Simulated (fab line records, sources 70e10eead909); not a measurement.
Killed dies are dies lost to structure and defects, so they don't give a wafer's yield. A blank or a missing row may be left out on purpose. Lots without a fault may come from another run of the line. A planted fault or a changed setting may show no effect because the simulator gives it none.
Chamber matching | flow nand_harc | NHARC_A_CONTACT_CMP_20 on cmp-02: 4 sister chambers
The step polishes, t overpolish 30 s, target thk 300 nm. 4 wafers are shown with their chamber, then 7 later ones without.

WAFERS WITH THEIR CHAMBER
wafer  | chamber | motor_current_A (A)
L084.4 | 2       | 12.1
L083.4 | 0       | 11.5
L089.1 | 1       | 11.3
L089.2 | 3       | 12.2

WAFERS WITHOUT THEIR CHAMBER
wafer  | motor_current_A (A)
L089.4 | 12.4
L088.2 | 12.2
L088.3 | 11.7
L088.6 | 12.5
L092.1 | 12.9
L092.5 | 11.5
L092.6 | 11.5

WHICH CHAMBER EACH WENT THROUGH
wafer  | from the rows above               | in truth
L089.4 | can't be placed: 3 or 2           | 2
L088.2 | can't be placed: 3 or 2           | 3
L088.3 | can't be placed: 0 or 1 or 2 or 3 | 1
L088.6 | can't be placed: 3 or 2           | 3
L092.1 | can't be placed: 3 or 2           | 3
L092.5 | can't be placed: 0 or 1 or 2      | 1
L092.6 | can't be placed: 0 or 1 or 2      | 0
Placed correctly: 0 of 7. Can't be placed from these rows: 7 (the true chamber is among the candidates in 7). Placed wrongly: 0.
How it was worked out, from the rows above alone: a wafer's distance from a chamber is the root of the sum, over the readings, of the square of ((its reading less the chamber's mean) divided by the reading's scatter). The wafer belongs to the nearest chamber; if the next one is less than 2 further off, it can't be placed. A chamber's mean is the mean of its shown wafers. The scatter: with one shown wafer a chamber, the root of the mean of the squares of how far each hidden wafer lies from its nearest shown one.
